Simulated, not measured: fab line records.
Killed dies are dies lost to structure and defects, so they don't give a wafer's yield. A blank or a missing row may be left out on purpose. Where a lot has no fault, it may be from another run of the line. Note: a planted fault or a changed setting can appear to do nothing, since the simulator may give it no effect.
Matching of chambers ; flow n5_finfet ; N5_BEOL_M2_PECVD_72 on pecvd-02: 3 sister chambers
The step deposits SiO2 from TEOS/O2, target thk 16 nm, time 18 s. 16 wafers are shown with their chamber, then 8 later ones without.

WAFERS, EACH WITH ITS CHAMBER
wafer;chamber;throttle_valve_pct (%);showerhead_plenum_p_Torr (Torr);heater_power_w (W)
L075.2;1;23.9;8.75;696
L075.3;0;21.3;8.86;701
L075.4;2;22.8;8.86;741
L074.2;1;23.6;8.74;708
L074.3;2;22.9;8.87;776
L074.5;2;22.7;8.90;767
L080.2;2;23.0;8.88;684
L080.3;1;23.5;8.72;721
L080.6;0;21.3;8.91;686
L083.1;0;21.3;8.88;730
L083.2;1;23.5;8.76;667
L083.6;0;21.4;8.91;730
L084.2;2;22.8;8.87;724
L084.3;1;23.7;8.76;699
L084.6;0;21.4;8.89;733
L085.1;2;22.6;8.87;790

SIGNATURES (means of the wafers above)
reading;chamber 0;chamber 1;chamber 2;scatter within a chamber
throttle_valve_pct;21.340;23.640;22.800;0.131
showerhead_plenum_p_Torr;8.8900;8.7460;8.8750;0.0173
heater_power_w;716.00;698.20;747.00;29.1
Rule: a wafer lies at a distance from a chamber equal to the root of the sum of squares, over the readings, of (its reading less the chamber's mean, divided by the reading's scatter). The wafer belongs to the nearest chamber; if the next one is less than 2 further off, it can't be placed. The scatter: take each reading less its chamber's mean, square it, sum over the shown wafers, divide by the number of wafers less the number of chambers, and take the root.

WAFERS WITHOUT THEIR CHAMBER
wafer;throttle_valve_pct (%);showerhead_plenum_p_Torr (Torr);heater_power_w (W)
L085.2;23.6;8.74;715
L085.3;21.5;8.87;701
L094.1;21.5;8.86;740
L094.2;20.6;8.86;842
L094.4;23.9;8.75;692
L097.1;20.9;8.88;884
L097.4;21.4;8.86;780
L097.6;21.0;8.85;882

THE CHAMBER EACH PASSED THROUGH
wafer;from the rows above;in truth
L085.2;1;1
L085.3;0;0
L094.1;0;0
L094.2;0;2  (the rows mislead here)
L094.4;1;1
L097.1;0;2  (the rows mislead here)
L097.4;0;0
L097.6;0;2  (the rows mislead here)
Placed correctly: 5 of 8. Number that these rows cannot place: 0. Placed wrongly: 3.
